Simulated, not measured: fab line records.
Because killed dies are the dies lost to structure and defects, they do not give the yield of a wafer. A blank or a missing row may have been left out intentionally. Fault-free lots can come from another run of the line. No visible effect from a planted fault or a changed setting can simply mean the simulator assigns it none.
Which tool did it?	flow n5-finfet	Sampling: 24 lots, 72 wafers, 6 of 1938 route steps

WHAT EACH GAUGE READ, for each wafer
N5_BEOL_M12_INSPECT_12: inspects for defects (macro).
lot	measured	on	raw-defect-count
L074	day 11 19:19	defect-inspect-01	2 1 3
L075	day 12 06:36	defect-inspect-01	3 1 2
L077	day 12 13:58	defect-inspect-01	1 2 2
L076	day 13 03:43	defect-inspect-02	2 3 1
L078	day 13 05:43	defect-inspect-01	0 1 1
L079	day 13 10:55	defect-inspect-02	1 2 1
L080	day 13 11:52	defect-inspect-01	2 0 6
L081	day 13 22:27	defect-inspect-02	4 3 2
L082	day 14 08:37	defect-inspect-02	1 1 1
L083	day 14 09:29	defect-inspect-01	1 6 0
L086	day 14 14:01	defect-inspect-02	5 2 3
L084	day 14 14:25	defect-inspect-02	1 2 1
L085	day 15 03:28	defect-inspect-02	1 2 1
L087	day 15 04:58	defect-inspect-02	2 2 1
L088	day 15 12:01	defect-inspect-02	0 2 4
L089	day 15 12:10	defect-inspect-01	4 2 3
L090	day 15 19:18	defect-inspect-01	0 2 3
L092	day 16 11:35	defect-inspect-02	1 1 2
L091	day 16 14:17	defect-inspect-01	4 1 2
L093	day 16 14:55	defect-inspect-01	1 0 4
L094	day 16 18:25	defect-inspect-01	0 5 2
L095	day 17 01:26	defect-inspect-01	1 2 4
L096	day 17 22:01	defect-inspect-01	2 1 1
L097	day 18 02:06	defect-inspect-02	2 1 2

N5_BEOL_M12_THK_MEAS_50: measures by xrf.
lot	measured	on	M12_THK (nm)
L074	day 11 23:47	film-metro-02	323 325 325
L075	day 12 11:39	film-metro-01	327 319 320
L077	day 12 18:29	film-metro-02	324 327 319
L076	day 13 08:20	film-metro-01	332 326 324
L078	day 13 09:11	film-metro-02	317 320 321
L079	day 13 16:05	film-metro-01	320 329 324
L080	day 13 18:19	film-metro-02	316 319 317
L081	day 14 03:26	film-metro-01	312 325 323
L082	day 14 13:45	film-metro-01	318 317 314
L083	day 14 17:19	film-metro-02	324 319 319
L086	day 14 18:07	film-metro-01	318 320 322
L084	day 14 21:17	film-metro-01	319 318 317
L085	day 15 09:04	film-metro-02	326 319 325
L087	day 15 11:48	film-metro-01	320 322 319
L088	day 15 18:06	film-metro-02	322 317 327
L089	day 15 18:16	film-metro-01	316 310 320
L090	day 16 05:59	film-metro-01	325 326 315
L092	day 16 18:07	film-metro-01	327 315 320
L091	day 16 18:16	film-metro-01	306 314 304
L093	day 16 18:34	film-metro-02	324 314 324
L094	day 16 21:32	film-metro-01	326 318 326
L095	day 17 07:17	film-metro-02	320 318 320
L096	day 18 01:35	film-metro-01	313 317 315
L097	day 18 05:23	film-metro-02	323 319 324

N5_BEOL_M12_INSPECT_55: inspects for defects (darkfield).
lot	measured	on	raw-defect-count
L074	day 11 23:56	defect-inspect-02	62 84 93
L075	day 12 11:48	defect-inspect-02	68 65 72
L077	day 12 18:38	defect-inspect-01	52 81 88
L076	day 13 08:29	defect-inspect-01	97 77 62
L078	day 13 09:20	defect-inspect-01	100 108 83
L079	day 13 16:14	defect-inspect-02	114 44 70
L080	day 13 18:28	defect-inspect-02	48 51 74
L081	day 14 03:35	defect-inspect-01	88 77 72
L082	day 14 13:54	defect-inspect-02	97 50 64
L083	day 14 17:28	defect-inspect-01	67 61 80
L086	day 14 18:16	defect-inspect-01	60 53 34
L084	day 14 21:26	defect-inspect-02	68 64 42
L085	day 15 09:13	defect-inspect-02	92 53 67
L087	day 15 11:57	defect-inspect-01	55 27 80
L088	day 15 18:15	defect-inspect-01	60 55 63
L089	day 15 18:25	defect-inspect-02	49 53 64
L090	day 16 06:08	defect-inspect-02	61 99 90
L092	day 16 18:16	defect-inspect-01	69 78 82
L091	day 16 18:26	defect-inspect-01	45 37 44
L093	day 16 18:43	defect-inspect-01	42 71 66
L094	day 16 21:41	defect-inspect-01	35 36 62
L095	day 17 07:28	defect-inspect-01	48 60 53
L096	day 18 01:55	defect-inspect-02	29 49 40
L097	day 18 05:32	defect-inspect-02	122 79 74

EACH LOT AND THE TOOL THAT RAN IT (in order: tool; ch and the chambers of the sampled wafers; start)
lot	N5_BEOL_M11_ANNEAL_51	N5_BEOL_M12_TRENCH_ETCH_34	N5_BEOL_M12_ETCH_38
L074	rtp-anneal-02 ch 0, day 11 18:05	rie-diel-02 ch 1,2,3, day 11 20:49	rie-diel-02 ch 1,3, day 11 22:07
L075	rtp-anneal-02 ch 0, day 12 05:16	rie-diel-05 ch 0,2,3, day 12 07:55	rie-diel-05 ch 0,1,3, day 12 09:59
L077	rtp-anneal-01 ch 0, day 12 12:36	rie-diel-02 ch 0,2,3, day 12 15:16	rie-diel-02 ch 0,2, day 12 17:00
L076	rtp-anneal-01 ch 0, day 13 02:26	rie-diel-05 ch 1,2, day 13 05:01	rie-diel-05 ch 0,1, day 13 05:18
L078	rtp-anneal-01 ch 0, day 13 04:30	rie-diel-03 ch 0,2,3, day 13 07:02	rie-diel-05 ch 0,3, day 13 07:21
L079	rtp-anneal-01 ch 0, day 13 09:38	rie-diel-05 ch 0,1,2, day 13 12:13	rie-diel-02 ch 0,2,3, day 13 14:29
L080	rtp-anneal-01 ch 0, day 13 10:40	rie-diel-03 ch 0,2, day 13 13:17	rie-diel-05 ch 0,3, day 13 14:50
L081	rtp-anneal-01 ch 0, day 13 21:13	rie-diel-03 ch 1,2, day 14 00:04	rie-diel-02 ch 0,1,2, day 14 01:25
L082	rtp-anneal-01 ch 0, day 14 07:13	rie-diel-02 ch 1,2,3, day 14 10:02	rie-diel-03 ch 1,2,3, day 14 12:00
L083	rtp-anneal-01 ch 0, day 14 08:13	rie-diel-03 ch 0,2, day 14 10:55	rie-diel-03 ch 1,3, day 14 14:10
L086	rtp-anneal-02 ch 0, day 14 12:43	rie-diel-03 ch 0,2,3, day 14 16:25	rie-diel-02 ch 0,1,2, day 14 16:42
L084	rtp-anneal-02 ch 0, day 14 13:02	rie-diel-03 ch 0,2, day 14 17:29	rie-diel-03 ch 0,1, day 14 19:40
L085	rtp-anneal-02 ch 0, day 15 02:12	rie-diel-02 ch 1,2,3, day 15 05:38	rie-diel-05 ch 1,2, day 15 05:58
L087	rtp-anneal-01 ch 0, day 15 03:43	rie-diel-05 ch 1,2, day 15 06:50	rie-diel-02 ch 1,2, day 15 09:41
L088	rtp-anneal-01 ch 0, day 15 10:40	rie-diel-05 ch 1,2,3, day 15 13:22	rie-diel-02 ch 0,1,3, day 15 16:11
L089	rtp-anneal-02 ch 0, day 15 10:41	rie-diel-02 ch 0,1,2, day 15 13:38	rie-diel-03 ch 0,1,2, day 15 16:31
L090	rtp-anneal-01 ch 0, day 15 17:54	rie-diel-02 ch 0,2,3, day 15 20:55	rie-diel-05 ch 0,1,2, day 16 04:08
L092	rtp-anneal-02 ch 0, day 16 10:02	rie-diel-05 ch 0,2, day 16 13:05	rie-diel-05 ch 0,2, day 16 16:27
L091	rtp-anneal-01 ch 0, day 16 13:02	rie-diel-03 ch 0,1, day 16 15:47	rie-diel-05 ch 0,2, day 16 16:36
L093	rtp-anneal-02 ch 0, day 16 13:41	rie-diel-02 ch 0,2,3, day 16 16:27	rie-diel-05 ch 0,2, day 16 16:45
L094	rtp-anneal-02 ch 0, day 16 17:11	rie-diel-02 ch 1,2,3, day 16 19:57	rie-diel-03 ch 0,1, day 16 20:14
L095	rtp-anneal-02 ch 0, day 17 00:12	rie-diel-02 ch 1,2, day 17 03:00	rie-diel-02 ch 1,2,3, day 17 04:25
L096	rtp-anneal-01 ch 0, day 17 20:37	rie-diel-03 ch 0,3, day 17 23:54	rie-diel-02 ch 0,1,3, day 18 00:11
L097	rtp-anneal-02 ch 0, day 18 00:40	rie-diel-05 ch 1,2,3, day 18 03:25	rie-diel-02 ch 0,1,2, day 18 03:41
- N5_BEOL_M11_ANNEAL_51: time 90 s.
- N5_BEOL_M12_TRENCH_ETCH_34: etches SiOC in C4F8/O2/Ar, target depth 318.95 nm, time 125.5 s.
- N5_BEOL_M12_ETCH_38: etches SiCN in CF4/N2, target depth 68.7 nm, time 73.4 s.

WHAT THE TOOLS THEMSELVES READ (means of the sampled wafers that have a number; where no wafer has one, the mark that the record gives instead)
N5_BEOL_M11_ANNEAL_51.
lot	tool	wafer_temp_C_max
L074	rtp-anneal-02	225.5
L075	rtp-anneal-02	225.5
L077	rtp-anneal-01	226.3
L076	rtp-anneal-01	226.6
L078	rtp-anneal-01	226.2
L079	rtp-anneal-01	226.4
L080	rtp-anneal-01	226.1
L081	rtp-anneal-01	226.7
L082	rtp-anneal-01	226.5
L083	rtp-anneal-01	226.7
L086	rtp-anneal-02	225.6
L084	rtp-anneal-02	225.5
L085	rtp-anneal-02	225.6
L087	rtp-anneal-01	226.4
L088	rtp-anneal-01	226.4
L089	rtp-anneal-02	225.2
L090	rtp-anneal-01	226.4
L092	rtp-anneal-02	225.5
L091	rtp-anneal-01	225.8
L093	rtp-anneal-02	225.2
L094	rtp-anneal-02	225.7
L095	rtp-anneal-02	225.7
L096	rtp-anneal-01	226.6
L097	rtp-anneal-02	225.5

N5_BEOL_M12_TRENCH_ETCH_34.
lot	tool	C4F8_flow_sccm (sccm)	O2_flow_sccm (sccm)	drypump-motor-current-A (A)	oes-product-au (a.u.)	rf-vpp-V (V)	showerhead-plenum-p-Torr (Torr)	throttle-valve-pct (%)
L074	rie-diel-02	14.97	7.987	5.6	0.85	667.4	3.51	24.25
L075	rie-diel-05	14.97	7.986	6.0	0.79	668.9	3.51	24.15
L077	rie-diel-02	14.99	8.004	6.0	0.80	669.4	3.58	24.33
L076	rie-diel-05	14.99	7.997	5.2	0.86	664.8	3.37	23.93
L078	rie-diel-03	14.99	7.983	6.1	0.80	667.1	3.48	24.22
L079	rie-diel-05	15.00	8.001	5.5	0.81	667.0	3.45	24.03
L080	rie-diel-03	15.03	7.990	6.0	0.82	669.6	3.55	24.28
L081	rie-diel-03	15.00	8.027	6.1	0.77	669.9	3.56	24.24
L082	rie-diel-02	14.99	7.994	5.6	0.82	667.6	3.50	24.28
L083	rie-diel-03	14.99	8.008	6.0	0.81	669.5	3.54	24.28
L086	rie-diel-03	14.96	8.000	6.1	0.78	667.5	3.47	24.24
L084	rie-diel-03	15.01	8.005	6.2	0.82	667.7	3.50	24.12
L085	rie-diel-02	14.99	8.000	5.6	0.82	667.6	3.49	24.29
L087	rie-diel-05	15.04	7.992	5.2	0.84	664.4	3.37	23.94
L088	rie-diel-05	14.97	7.955	5.7	0.79	665.2	3.43	24.07
L089	rie-diel-02	14.96	8.021	5.8	0.78	667.6	3.48	24.24
L090	rie-diel-02	15.00	7.999	6.0	0.77	669.4	3.56	24.36
L092	rie-diel-05	15.05	7.984	5.8	0.81	668.4	3.49	23.93
L091	rie-diel-03	14.96	7.990	6.6	0.72	666.1	3.48	23.92
L093	rie-diel-02	15.03	7.986	6.0	0.76	668.7	3.56	24.37
L094	rie-diel-02	14.98	8.004	5.6	0.79	666.7	3.49	24.31
L095	rie-diel-02	15.03	7.988	5.7	0.82	668.3	3.50	24.25
L096	rie-diel-03	14.94	8.009	6.3	0.76	665.2	3.41	24.12
L097	rie-diel-05	14.96	7.998	5.7	0.85	665.4	3.42	23.98

N5_BEOL_M12_ETCH_38.
lot	tool	cf4-flow-sccm (sccm)	drypump-motor-current-A (A)	oes-product-au (a.u.)	rf-vpp-V (V)	showerhead-plenum-p-Torr (Torr)	throttle-valve-pct (%)
L074	rie-diel-02	60.01	5.3	0.83	381.7	2.20	15.43
L075	rie-diel-05	60.16	5.7	0.75	382.5	2.23	15.53
L077	rie-diel-02	60.19	6.1	0.82	385.4	2.32	15.44
L076	rie-diel-05	59.97	5.2	0.78	381.8	2.19	15.39
L078	rie-diel-05	60.13	5.9	0.72	384.5	2.28	15.68
L079	rie-diel-02	60.08	6.0	0.78	385.7	2.31	15.53
L080	rie-diel-05	60.00	6.2	0.69	383.9	2.27	15.72
L081	rie-diel-02	60.11	5.7	0.79	383.0	2.25	15.45
L082	rie-diel-03	60.08	6.2	0.74	383.2	2.26	15.49
L083	rie-diel-03	60.04	6.3	0.71	382.1	2.21	15.50
L086	rie-diel-02	59.98	5.7	0.79	383.6	2.25	15.46
L084	rie-diel-03	59.83	6.5	0.78	382.9	2.25	15.23
L085	rie-diel-05	60.03	5.6	0.86	382.4	2.21	15.06
L087	rie-diel-02	60.10	5.4	0.82	382.0	2.20	15.40
L088	rie-diel-02	59.98	5.6	0.74	382.4	2.24	15.56
L089	rie-diel-03	59.86	6.3	0.77	383.7	2.27	15.39
L090	rie-diel-05	59.89	5.5	0.78	383.5	2.22	15.32
L092	rie-diel-05	59.89	5.8	0.75	383.8	2.27	15.46
L091	rie-diel-05	60.00	5.9	0.81	384.0	2.25	15.21
L093	rie-diel-05	59.97	5.8	0.76	383.9	2.27	15.45
L094	rie-diel-03	59.98	6.6	0.72	383.4	2.25	15.29
L095	rie-diel-02	59.99	5.6	0.79	383.9	2.25	15.52
L096	rie-diel-02	59.80	5.7	0.84	382.4	2.23	15.44
L097	rie-diel-02	60.01	5.7	0.85	383.4	2.24	15.35

THE ANSWER, worked out from the rows above alone
Rule: usual is defined by the lots themselves. The widest of any qualifying gaps counts: lots, ordered by their means at a reading, are off when they make up no more than a third of the lots, leave a main group of 4 or more, and stand apart from it by 3 or more times the standard deviation of that group's means. The tables above print the reading to a certain number of digits; a main group whose means all agree to those digits is not used. A lot without any number at a reading at which 4 lots or more have one is off too. The other lots that the step has rows for count as sound. The gauges are gone through in route order, then the tools' own readings, and for those a lot's mean is taken as printed above. The first step at which some lot is off is used, and at that step the reading that is off furthest; a lot without a number counts as furthest.
No lot is off on any of the readings shown, so nothing can be concluded from this.

WHAT WAS PUT IN BY THE SIMULATOR
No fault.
